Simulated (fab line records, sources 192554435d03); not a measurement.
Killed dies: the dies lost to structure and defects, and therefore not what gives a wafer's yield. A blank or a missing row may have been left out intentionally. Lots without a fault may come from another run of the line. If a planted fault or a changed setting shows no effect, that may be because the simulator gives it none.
fab line records	flow n5_finfet
[record] lots = 4	wafers = 12	last_day = 18
route steps=1938 shown SD_EPI_P@309 SD_ACTIVATION@330 ILD0@335 SDB@347 MOL_CONTACT_COAG@538 BEOL_M4@1111
lots that met no fault: taken from a fault-free run of the same line
start_h: the number of hours between the record's first day and the start of the first shown wafer of the lot	wait_h: hours elapsed since this lot's preceding step	" unchanged from the row above	L1.1+2: several wafers, shown together as one row	- either no value or no given start	* or withheld: withheld	< > ~ a bound
route shown NAME@n: a module of which the file shows steps, and the number in the route of the first	usual: average and standard deviation across the fault-free wafers	same: alike in all rows	chamber/n: place in a boat	sites: per-site readings	_std_site: their standard deviation	_edge_site: the outer-site mean with the inner-site mean subtracted	radius_mm: how far each site lies from the wafer's centre	mask NAME#n: copy n	behind: the last tool/chamber to shape the wafer	hold: reason for holding the lot/hours on hold/outcome of the hold	device: names the non-switching transistor (n, p or np)	end of line: the same wafers' tests at the end of the route	a step without rows: its recipe alone	killed: not the wafer's yield, but the dies lost to structure and defects at the first sort	map: shows each die of a wafer: x if killed, . if not, _ if none is there
set.NAME: the setting as run; set.NAME@STEP: as run at that earlier step	model.NAME: the simulator's own value behind a step, which no gauge read
certain route steps with their lots: each step a table, each wafer a row
services: the hour from which a tool's chamber was out of use, counted from the record's first day as start_h (under 0 if before that day), plus the number of hours and why
[[steps]]
[step N5_SD_EPI_P_STRIP_38]
[recipe] chemistry = N2/H2	temp_c = 40	n2_flow_sccm = 200	h2_flow_sccm = 200	rf_frequency_hz = 6e+07
[step N5_SD_EPI_P_ETCHBACK_46]
[recipe] chemistry = CH3F/O2	mode = anisotropic_etchback	target = SiNx	target_depth_a = 175	stop_on = SiO2	over_etch_frac = 0.3	ion_energy_ev = 120	pressure_mtorr = 30	source_w = 395	bias_w = 73	Ar_flow_sccm = 150	CH3F_flow_sccm = 30	O2_flow_sccm = 20
[step N5_SD_EPI_P_ETCH_47]
[recipe] chemistry = CH3F/O2	target = SiOCN	target_depth_a = 250	mask_material = SOC	ion_energy_ev = 60	bias_w = 29	pressure_mtorr = 30	source_w = 410	Ar_flow_sccm = 150	CH3F_flow_sccm = 30	O2_flow_sccm = 20
[step N5_SD_EPI_P_ETCH_16]
[recipe] chemistry = CHF3/O2	target = SiO2	target_depth_a = 50	mask_material = SOC	pressure_mtorr = 30	source_w = 650	bias_w = 170	Ar_flow_sccm = 200	CHF3_flow_sccm = 50	O2_flow_sccm = 5	ion_energy_ev = 200
[step N5_SD_EPI_P_STRIP_50]
[recipe] chemistry = CHF3/O2	resist = SiARC	rf_frequency_hz = 6e+07
[step N5_SD_EPI_P_SD_RECESS_17]
[recipe] chemistry = HBr/Cl2/O2	target_depth_a = 391	bt_time_s = 3	pressure_mtorr = 10	icp_w = 800	bias_w = 112	HBr_flow_sccm = 150	Cl2_flow_sccm = 80	O2_flow_sccm = 12
[step N5_SD_EPI_P_WET_ETCH_45]
[recipe] chemistry = dHF	dilution = withheld	time_s = 10.7	target = SiO2	target_depth_a = 20	temp_c = 25	dry = ipa_marangoni	rinse_time_s = 30	rinse_temp_c = 23
[step N5_SD_EPI_P_STRIP_40]
[recipe] chemistry = N2/H2	power_w = 1000	temp_c = 250	h2_frac = 0.65	overash_fraction = 0.3	pressure_mtorr = withheld	n2_flow_sccm = 1750	h2_flow_sccm = 3250
[step N5_SD_EPI_P_PRECLEAN_52]
[recipe] chemistry = O3/DIW	time_s = 60	temp_c = 22	o3_ppm = 10
[step N5_SD_EPI_P_SRD_20]
[recipe] dry = ipa_marangoni	do_ppb = 5	time_s = 30	temp_c = 23	rinse_liquid = diw
[step N5_SD_EPI_P_PRECLEAN_51]
[recipe] chemistry = NF3:NH3	afs_cycles = 1	temp_c = 30	time_s = 20	sublimation_temp_c = 180	sublimation_time_s = 60	pressure_torr = 3	rf_power_w = 30
[step N5_SD_EPI_P_VAPOR_ETCH_44]
[recipe] chemistry = NF3/Ar	target = SiGe30	temp_c = 25	time_s = 3.3	mode = isotropic
[step N5_SD_EPI_P_EPI_21]
[recipe] material = SiGe:B	dopant = B	temp_c = 550	pressure_torr = 20	ambient = H2	time_s = 355
[usual] chamber_pressure_Torr = 20.00/0.038
lot.wafer	tool	chamber	start_h	wait_h	chamber_pressure_Torr	model.SiGe-B_of_SD_EPI_P_EPI_21.thk_nm
L507.1	epi_rpcvd-04	0	71.26	0.1	20.05	61.4
L507.2	"	0	"	"	20.03	60.6
L507.6	"	0	73.06	1.8	20.04	60
L515.1	epi_rpcvd-04	0	119.98	0.1	25.32	68.4
L515.2	"	0	"	"	25.32	68.8
L515.4	"	0	"	"	25.37	66.8
L517.1	epi_rpcvd-04	0	132.66	0.1	25.43	67
L517.4	"	0	133.74	1.1	25.36	68.2
L517.6	"	0	"	"	25.40	66.8
L521.1	epi_rpcvd-03	0	151.40	0.1	19.99	60.2
L521.2	"	0	"	"	19.99	59.6
L521.3	"	0	"	"	20.02	59.6
[step N5_SD_EPI_P_EPI_MEAS_23]
[recipe] mode = xrd
[usual] thk_nm = 60.7/1.2
lot.wafer	tool	chamber	start_h	wait_h	thk_nm
L507.1	film_metro-02	-	73.45	1.8	62.5
L507.2	"	-	"	"	59.6
L507.6	"	-	"	"	60.0
L515.1	film_metro-02	-	122.17	1.8	69.3
L515.2	"	-	"	"	68.0
L515.4	"	-	"	"	67.5
L517.1	film_metro-01	-	134.85	1.8	65.7
L517.4	"	-	"	"	69.6
L517.6	"	-	"	"	67.6
L521.1	film_metro-02	-	153.61	1.9	60.7
L521.2	"	-	"	"	60.2
L521.3	"	-	"	"	59.0
[step N5_SD_EPI_P_HM_STRIP_48]
[recipe] chemistry = H3PO4	temp_c = 160	material = SiNx	target = SiNx	target_depth_a = 30	overetch_fraction = 0.3
[step N5_SD_EPI_P_SRD_49]
[recipe] dry = ipa_marangoni	time_s = 30	temp_c = 23	rinse_liquid = diw
[step N5_SD_EPI_P_PRECLEAN_24]
[recipe] chemistry = O3/DIW	time_s = 45	temp_c = 22	o3_ppm = 10
[step N5_SD_EPI_P_PRECLEAN_32]
[recipe] chemistry = dHF	time_s = 10	dilution = 500:1	temp_c = 25
[step N5_SD_EPI_P_PRECLEAN_33]
[recipe] chemistry = SC2	time_s = 45	temp_c = 35	mix = 1:1:50
[step N5_SD_EPI_P_SRD_25]
[recipe] time_s = 30	temp_c = 23	rinse_liquid = diw	dry = ipa_marangoni
[step N5_SD_ACTIVATION_RTA_00]
[recipe] temp_c = 975	time_s = 0	ambient = N2	idle_temp_c = 600	ramp_up_c_per_s = 150	ramp_down_c_per_s = 60	cool_to_c = 600
[step N5_SD_ACTIVATION_LSA_01]
[recipe] temp_c = 1080	time_s = 0.0008	ambient = N2
[step N5_SD_ACTIVATION_RS_MEAS_03]
[recipe] thk_meas_gauge = four-point-probe
[usual] RS_SD_N = 21.9/0.33	RS_SD_P = 56.5/1.1
lot.wafer	tool	chamber	start_h	wait_h	RS_SD_N[ohm/sq]	RS_SD_P[ohm/sq]
L507.1	film_metro-02	-	74.06	0.2	21.4	56.1
L507.2	"	-	"	"	21.3	56.9
L507.6	"	-	"	"	21.5	56.8
L515.1	film_metro-02	-	122.92	0.2	21.7	46.6
L515.2	"	-	"	"	21.7	46.0
L515.4	"	-	"	"	21.8	46.9
L517.1	film_metro-01	-	135.46	0.2	21.8	48.0
L517.4	"	-	"	"	22.3	47.2
L517.6	"	-	"	"	21.8	48.3
L521.1	film_metro-02	-	154.32	0.2	21.7	56.8
L521.2	"	-	"	"	21.7	58.2
L521.3	"	-	"	"	21.8	57.7
[step N5_ILD0_LINER_00]
[recipe] material = SiNx	target_thk_a = 40	temp_c = 400	ald_precursor_family = SiH2I2	ald_co_reactant = N2/H2-plasma	pulse_time_s = 1	purge_time_s = 2	co_reactant_purge_time_s = 2	ald_cycles = 80	pressure_torr = 2
[step N5_ILD0_FCVD_FILL_01]
[recipe] material = SiO2_flowable	target_thk_a = 2000	temp_c = 100	pressure_torr = 0.8	rf_w = 2000	time_s = 328.3
[step N5_ILD0_CURE_02]
[recipe] temp_c = 450	time_s = 1800	ambient = steam	idle_temp_c = 400	ramp_up_c_per_min = 5	ramp_down_c_per_min = 3	densification_p_h2o_torr = 640
[step N5_ILD0_CMP_03]
[recipe] stop_on = SiNx	t_overpolish_s = 1.9	post_cmp_clean = alkaline_brush	down_force_psi = 4.1491	platen_rpm = 51.796	pad_velocity_m_s = 1.0306	target_thk_nm = 197.38
[step N5_ILD0_CMP_07]
[recipe] stop_on = poly-Si	material = SiO2_flowable	t_overpolish_s = 1.18	post_cmp_clean = alkaline_brush	down_force_psi = 4.1491	platen_rpm = 51.796	pad_velocity_m_s = 1.0306	target_thk_nm = 138.88
[step N5_ILD0_PRECLEAN_10]
[recipe] chemistry = NF3:NH3	afs_cycles = 5	time_s = 20	temp_c = 30	sublimation_temp_c = 180	sublimation_time_s = 60	pressure_torr = 3	rf_power_w = 30
[step N5_ILD0_ALD_15]
[recipe] material = SiNx	target_thk_a = 240	temp_c = 400	ald_precursor_family = SiH2I2	ald_co_reactant = N2/H2-plasma	pulse_time_s = 1	ald_cycles = 480	purge_time_s = 2	co_reactant_purge_time_s = 2	pressure_torr = 2
[step N5_ILD0_CMP_12]
[recipe] stop_on = poly-Si	material = SiNx	t_overpolish_s = 6	post_cmp_clean = alkaline_brush	down_force_psi = 2.5	platen_rpm = 51.8	pad_velocity_m_s = 1.0307	target_thk_nm = 17.67
[step N5_SDB_HM_DEP_00]
[recipe] material = SiNx	target_thk_a = 400	temp_c = 400	precursor = SiH4/NH3/N2	pressure_torr = 1.5	rf_w = 300	time_s = 35.3
[step N5_SDB_COAT_03]
[recipe] resist = SOC	temp_c = 250	time_s = 60	spin_rpm = 1500	resist_thk_nm = 100
[step N5_SDB_COAT_04]
[recipe] resist = SiARC	temp_c = 220	time_s = 60	spin_rpm = 1500	resist_thk_nm = 18
[step N5_SDB_COAT_05]
[recipe] resist = CAR-ArF	spin_rpm = 1500	resist_thk_nm = 90
[step N5_MOL_CONTACT_COAG_ETCH_110]
[recipe] chemistry = CF4/O2	target = Si	target_depth_a = 25	time_s = 8	pressure_mtorr = 100	source_w = 200	bias_w = 12	ion_energy_ev = 60	Ar_flow_sccm = 100	cf4_flow_sccm = 100	O2_flow_sccm = 10
[usual] bias_w = 12.00/0.034	drypump_motor_current_A = 5.7/0.38	oes_o_777_au = 0.81/0.09	oes_product_au = 0.80/0.094	rf_vpp_V = 127/3.2	showerhead_plenum_p_Torr = 2.27/0.062	throttle_valve_pct = 10.6/0.35
lot.wafer	tool	chamber	start_h	wait_h	bias_w	drypump_motor_current_A	oes_o_777_au	oes_product_au	rf_hours_counter_h	rf_vpp_V	showerhead_plenum_p_Torr	throttle_valve_pct	model.SiGe-B_of_SD_EPI_P_EPI_21.thk_nm
L507.1	rie_diel-06	0	103.09	0.0	11.98	5.2	0.68	0.70	239	131	2.28	10.7	58.6
L507.2	"	1	"	"	12.04	5.6	0.88	0.86	49	128	2.25	10.6	57.6
L507.6	"	2	"	"	12.00	5.7	0.73	0.70	-	121	2.28	10.8	57.2
L515.1	rie_diel-06	3	152.48	0.0	12.00	4.9	0.70	0.71	196	127	2.13	10.9	65.2
L515.2	"	2	"	"	12.01	5.6	0.72	0.69	236	122	2.28	10.8	65.6
L515.4	"	2	"	"	12.02	5.6	0.72	0.69	-	121	2.28	10.8	63.6
L517.1	rie_diel-01	1	164.82	0.0	12.01	5.3	0.71	0.72	199	127	2.31	11.0	63.8
L517.4	"	2	"	"	12.03	5.9	0.84	0.82	-	126	2.32	10.4	65
L517.6	"	0	"	"	11.97	5.9	0.91	0.91	-	127	2.36	10.2	63.6
L521.1	rie_diel-01	0	184.45	0.0	11.98	5.9	0.90	0.88	22	128	2.36	10.2	57.4
L521.2	"	1	"	"	12.00	5.3	0.71	0.72	207	128	2.30	11.0	56.8
L521.3	"	2	"	"	11.98	5.9	0.82	0.81	64	126	2.32	10.4	56.8
[step N5_BEOL_M4_RC_MEAS_101]
[usual] DIBL_N = 36.0/1.9	DIBL_P = 35.6/2.2	IOFF_N = 0.15/0.031	IOFF_P = 0.19/0.032	ION_N = 668/11	ION_P = 455/7.2	REXT_P = 100.3/2.6	RS_SD_P = 66.4/1.2	SS_N = 71.5/0.65	SS_P = 73.4/0.64	VT_N = 251/3.6	VT_P = -253/3.3
lot.wafer	tool	chamber	start_h	wait_h	DIBL_N[mV/V]	DIBL_P[mV/V]	IOFF_N[nA/um]	IOFF_P[nA/um]	ION_N[uA/um]	ION_P[uA/um]	REXT_P[ohm.um]	RS_SD_P[ohm/sq]	SS_N[mV/dec]	SS_P[mV/dec]	VT_N[mV]	VT_P[mV]
L507.1	prober-01	0	198.55	0.0	34.5	33.8	0.14	0.16	666	446	103.0	66.0	71.2	72.6	252	-254
L507.2	"	0	"	"	35.0	33.8	0.13	0.16	672	453	102.8	67.2	71.2	71.9	254	-255
L507.6	"	0	"	"	32.4	31.5	0.11	0.14	663	453	102.6	67.3	70.5	71.7	253	-257
L515.1	prober-01	0	288.16	0.0	35.0	34.7	0.14	0.20	665	463	89.7	54.7	71.5	73.5	251	-249
L515.2	"	0	"	"	35.0	35.9	0.14	0.22	667	470	87.3	54.9	70.5	73.6	249	-246
L515.4	"	0	"	"	35.8	36.3	0.16	0.23	677	467	87.9	56.3	69.9	74.0	247	-247
L517.1	prober-01	0	295.21	0.0	35.4	33.8	0.12	0.18	665	469	95.4	57.1	71.2	73.2	253	-250
L517.4	"	0	"	"	39.6	38.6	0.19	0.26	675	467	95.9	56.4	72.4	74.6	248	-248
L517.6	"	0	"	"	34.6	33.0	0.11	0.17	647	454	95.5	57.4	71.0	72.9	258	-252
L521.1	prober-01	0	308.32	0.0	34.6	36.4	0.15	0.21	671	463	97.0	66.7	71.2	73.3	249	-248
L521.2	"	0	"	"	34.0	34.4	0.13	0.17	659	450	100.9	66.9	70.9	72.7	252	-251
L521.3	"	0	"	"	35.1	36.5	0.15	0.21	673	464	99.1	67.4	70.8	73.3	250	-254
[[services]]
tool	chamber	start_h	hours	kind
rie_diel-01	1	88.33	1.7	repair
rie_diel-01	0	99.46	-	clean
rie_diel-01	0	99.46	-	consumable_replace:focus_ring
rie_diel-01	0	99.46	-	consumable_replace:showerhead
rie_diel-01	0	99.46	25.6	scheduled_down
rie_diel-01	0	99.46	25.6	vent_cycle
rie_diel-01	1	111.49	9.7	repair
rie_diel-06	0	130.10	4.0	repair
rie_diel-06	0	141.88	-	clean
rie_diel-06	0	141.88	-	consumable_replace:focus_ring
rie_diel-06	0	141.88	33.7	scheduled_down
rie_diel-06	0	141.88	33.7	vent_cycle
epi_rpcvd-03	-	153.88	8.1	pm
rie_diel-01	3	156.77	43.4	repair
rie_diel-06	3	181.80	17.0	repair
[[key]]
[first_sign] step = N5_SD_EPI_P_EPI_21	reading = chamber_pressure_Torr	direction = up	sigmas = 99+	usual = 20.00	struck = 25.37
[effect] step = N5_SD_EPI_P_EPI_MEAS_23	reading = thk_nm	direction = up	sigmas = 6.2	usual = *	struck = *
[effect] step = N5_SD_ACTIVATION_RS_MEAS_03	reading = RS_SD_P	direction = down	sigmas = 8.8	usual = 56.5	struck = 47.2
[effect] step = N5_BEOL_M4_RC_MEAS_101	reading = RS_SD_P	direction = down	sigmas = 8.9	usual = 66.4	struck = 56.1
[effect] step = N5_BEOL_M4_RC_MEAS_101	reading = REXT_P	direction = down	sigmas = 3.3	usual = 100.3	struck = 92.0
[model_effect] step = N5_SD_EPI_P_EPI_21	value = SiGe-B_of_SD_EPI_P_EPI_21.thk_nm	without = 61.63	struck = 67.67
[model_effect] step = N5_MOL_CONTACT_COAG_ETCH_110	value = SiGe-B_of_SD_EPI_P_EPI_21.thk_nm	without = 58.7	struck = 64.47
met_at N5_SD_EPI_P_EPI_21
struck_wafers L515.1,L515.2,L515.4,L517.1,L517.4,L517.6
onset_between 71.26 119.98
[fault] kind = process_parameter_drift	tool = epi_rpcvd-04	chamber = -	onset_h = 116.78	steps = N5_SD_EPI_P_EPI_21	channel = pressure_torr	offset = 5.3512	shape = step	end_h = 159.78	acts_in = these_recipes_only	stated = 20
